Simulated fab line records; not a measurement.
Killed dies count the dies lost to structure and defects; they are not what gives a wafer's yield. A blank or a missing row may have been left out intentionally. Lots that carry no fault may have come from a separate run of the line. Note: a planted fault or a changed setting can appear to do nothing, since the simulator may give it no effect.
Chamber matching	flow n5-finfet	N5_GATE_CUT_DESCUM_18 on rie-diel-06 has 4 sister chambers
The step chemistry O2, time 7 s. 8 wafers are shown with their chamber, then 7 later ones without.

== WAFERS PAIRED WITH THEIR CHAMBERS ==
wafer	chamber	showerhead-plenum-p-Torr (Torr)	drypump-motor-current-A (A)
L084.4	2	2.12	5.5
L084.5	3	1.98	5.8
L084.6	0	2.19	6.5
L087.2	3	1.98	5.8
L087.4	1	2.06	6.2
L087.6	1	2.06	6.3
L088.2	2	2.11	5.5
L088.5	0	2.19	6.5

== WAFERS WHOSE CHAMBER IS MISSING ==
wafer	showerhead-plenum-p-Torr (Torr)	drypump-motor-current-A (A)
L088.6	2.06	6.3
L092.1	1.97	5.8
L092.2	2.11	5.5
L092.5	2.11	5.5
L097.3	2.11	5.5
L097.4	2.05	6.3
L097.5	1.97	5.8

== CHAMBER TAKEN BY EACH ==
wafer	from the rows above	in truth
L088.6	1	1
L092.1	3	3
L092.2	2	2
L092.5	2	2
L097.3	2	2
L097.4	1	1
L097.5	3	3
7 of 7 placed correctly. From these rows, 0 cannot be placed. 0 placed wrongly.
How it was worked out, from the rows above alone: a wafer's distance from a chamber is the root of the sum, over the readings, of the square of ((its reading less the chamber's mean) divided by the reading's scatter). The wafer belongs to the nearest chamber; if the next one is less than 2 further off, it can't be placed. The mean given for a chamber averages the wafers shown for that chamber. How the scatter is found: for the shown wafers, subtract from each reading the mean of its chamber, square and add these, divide the total by (wafers less chambers), then take the root.
